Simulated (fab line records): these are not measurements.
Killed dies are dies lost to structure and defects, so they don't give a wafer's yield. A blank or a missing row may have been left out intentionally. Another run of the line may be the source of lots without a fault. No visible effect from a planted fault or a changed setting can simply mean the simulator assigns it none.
2 desks, one fault + flow n5-finfet + each desk holds nothing but its own numbers, with what lay behind them at the end

AT THE TOOL OWNER'S DESK: rie-diel-01
The tool's own readings at N5_BEOL_M5_ETCH_72 (etches underlayer in N2/H2, target depth 6.5 nm, time 5.2 s): means of the sampled wafers that have a number, for each lot that ran on this tool. Marked OUT: a lot whose mean sits more than 4 standard deviations from the usual mean, which makes it out of limits; the brackets give that distance.
Columns: A = drypump-motor-current-A at N5_BEOL_M5_ETCH_72, usual 5.9 A; B = etch-rf-on-time-s at N5_BEOL_M5_ETCH_72, usual 5.30 s; C = oes-product-au at N5_BEOL_M5_ETCH_72, usual 0.64 a.u.; D = rf-vpp-V at N5_BEOL_M5_ETCH_72, usual 523.2 V; E = showerhead-plenum-p-Torr at N5_BEOL_M5_ETCH_72, usual 2.52 Torr; F = throttle-valve-pct at N5_BEOL_M5_ETCH_72, usual 17.76 %
| lot  | first seen here | A   | B              | C               | D     | E    | F     |
|------|-----------------|-----|----------------|-----------------|-------|------|-------|
| L299 | day 8 03:38     | 5.7 | 5.28           | 0.67            | 521.8 | 2.49 | 17.82 |
| L300 | day 8 07:16     | 5.7 | 5.25           | 0.68            | 522.9 | 2.53 | 17.70 |
| L306 | day 10 07:32    | 5.8 | 3.28 (-16) OUT | 0.88 (+5.2) OUT | 523.9 | 2.52 | 17.80 |
| L308 | day 11 05:50    | 5.3 | 3.30 (-15) OUT | 0.82            | 522.2 | 2.54 | 17.73 |
This desk's verdict: out of limits on L306, L308, starting with L306 at day 10 07:32 (etch-rf-on-time-s at N5_BEOL_M5_ETCH_72). L299, L300: within limits.

AT THE METROLOGY DESK
What the gauges read for every lot (on any tool): the sampled wafers with a number, averaged. Marked OUT: a lot whose mean sits more than 4 standard deviations from the usual mean, which makes it out of limits; the brackets give that distance.
Columns: A = cd-nm at N5_BEOL_M5_CD_MEAS_18, usual 27.9 nm
| lot  | first seen here | A    |
|------|-----------------|------|
| L299 | day 8 04:02     | 27.8 |
| L300 | day 8 07:43     | 27.9 |
| L306 | day 10 08:01    | 27.8 |
| L308 | day 11 06:16    | 27.9 |
| L314 | day 13 01:08    | 27.9 |
| L313 | day 13 03:59    | 28.1 |
| L318 | day 14 01:44    | 27.9 |
| L321 | day 14 05:41    | 27.4 |
| L320 | day 14 08:51    | 27.4 |
| L322 | day 14 19:29    | 28.0 |
Result from this desk: across the 10 lots, nothing is out of limits.

ALL TOGETHER
On L306, L308, at day 10 07:32, an alarm was possible from the tool owner's desk.
The metrology desk saw nothing out of limits.
The metrology desk has L306, L308 on record, within its limits.
Every lot named ran N5_BEOL_M5_ETCH_72 on rie-diel-01.

WHAT HAD BEEN PUT IN BY THE SIMULATOR
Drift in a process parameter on rie-diel-01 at N5_BEOL_M5_ETCH_72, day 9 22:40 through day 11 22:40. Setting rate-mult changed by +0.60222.
Struck lots among those shown: L306, L308.
Hours from the fault's start to each desk's first reading out of limits: the tool owner's desk, 9.
